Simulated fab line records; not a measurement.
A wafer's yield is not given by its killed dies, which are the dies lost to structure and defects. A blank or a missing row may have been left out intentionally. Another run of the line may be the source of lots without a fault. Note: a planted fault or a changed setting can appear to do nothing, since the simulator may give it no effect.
Matching of chambers    flow n5Finfet    rieDiel-02 running N5_BEOL_M2_ETCHBACK_99: 4 sister chambers
The step etches SiO2 in CHF3, target depth 5 nm, time 10.4 s. 4 wafers are shown with their chamber, then 12 later ones without.

== WAFERS, EACH WITH ITS CHAMBER ==
wafer   chamber  drypumpMotorCurrentA (A)
L085.6  3        5.3
L087.1  0        6.2
L087.2  1        5.8
L087.4  2        5.1

== WAFERS WITHOUT THEIR CHAMBER ==
wafer   drypumpMotorCurrentA (A)
L090.1  6.2
L090.2  5.1
L090.6  5.8
L089.2  5.3
L089.3  6.2
L089.6  5.8
L091.2  5.3
L091.3  5.7
L091.4  5.1
L096.1  5.8
L096.3  5.3
L096.5  5.1

== EACH ONE'S CHAMBER ==
wafer   from the rows above  in truth
L090.1  0                    0
L090.2  2                    2
L090.6  1                    1
L089.2  3                    3
L089.3  0                    0
L089.6  1                    1
L091.2  3                    3
L091.3  1                    1
L091.4  2                    2
L096.1  1                    1
L096.3  3                    3
L096.5  2                    2
Placed correctly: 12 of 12. Not placeable from these rows: 0. 0 placed wrongly.
How it was worked out, from the rows above alone: a wafer's distance from a chamber is the root of the sum, over the readings, of the square of ((its reading less the chamber's mean) divided by the reading's scatter). If the next closest chamber is less than 2 further off than the closest, the wafer can't be placed; otherwise it belongs to the closest. A chamber's mean is the mean of its shown wafers. The scatter: root of mean squared gap, hidden wafer to nearest shown wafer, with one shown wafer a chamber.
